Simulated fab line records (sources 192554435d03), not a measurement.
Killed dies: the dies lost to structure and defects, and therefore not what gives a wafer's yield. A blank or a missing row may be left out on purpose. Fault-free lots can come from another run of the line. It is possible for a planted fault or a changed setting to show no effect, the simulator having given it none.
Chamber matching	flow n5Finfet	N5_PMOS_HMC_CHANNEL_EPI_CMP_21 on cmp-01: 4 sister chambers
The step polishes SiGe30, target thk 54 nm. 30 wafers are shown with their chamber, then 12 later ones without.

## WAFERS WITH THEIR CHAMBER
wafer	chamber	motorCurrentA (A)
L074.2	1	13.3
L074.5	3	10.4
L074.6	0	12.6
L075.1	3	11.3
L075.5	0	11.7
L075.6	3	11.7
L076.1	3	10.8
L076.4	0	12.0
L076.5	3	11.0
L077.1	2	12.2
L077.2	0	12.2
L077.5	2	12.2
L079.2	2	11.6
L079.4	3	11.2
L079.5	3	10.9
L080.1	3	10.5
L080.2	1	13.5
L080.3	2	11.8
L080.4	0	12.9
L080.5	1	13.1
L080.6	2	12.1
L081.2	0	11.9
L081.4	1	13.1
L081.5	1	13.0
L086.2	2	12.2
L086.3	0	12.2
L086.6	2	11.9
L088.3	3	11.1
L088.4	0	12.7
L088.6	0	11.7

SIGNATURES (means of the wafers above)
reading	chamber 0	chamber 1	chamber 2	chamber 3	scatter within a chamber
motorCurrentA	12.211	13.200	12.000	10.989	0.357
Rule: for each reading, subtract the chamber's mean from the wafer's reading, divide by that reading's scatter and square the result; add these up over the readings and take the root, which gives the wafer's distance from the chamber. If the next closest chamber is less than 2 further off than the closest, the wafer can't be placed; otherwise it belongs to the closest. The scatter: the root of (the sum of the squares of (reading less its chamber's mean) over the shown wafers, divided by (wafers less chambers)).

## WAFERS WHOSE CHAMBER IS MISSING
wafer	motorCurrentA (A)
L091.2	12.5
L091.4	11.9
L091.6	12.2
L093.1	13.8
L093.2	12.3
L093.5	10.9
L096.1	13.7
L096.4	12.1
L096.5	12.9
L097.3	13.5
L097.4	10.9
L097.5	10.6

## EACH ONE'S CHAMBER
wafer	from the rows above	in truth
L091.2	can't be placed: 0 or 2 or 1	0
L091.4	can't be placed: 2 or 0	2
L091.6	can't be placed: 0 or 2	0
L093.1	1	1
L093.2	can't be placed: 0 or 2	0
L093.5	3	3
L096.1	1	1
L096.4	can't be placed: 2 or 0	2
L096.5	can't be placed: 1 or 0 or 2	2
L097.3	1	1
L097.4	3	3
L097.5	3	3
Correctly placed: 6 of 12. Unplaceable from these rows: 6, with the true chamber sitting among the candidates in 6. Number placed wrongly: 0.
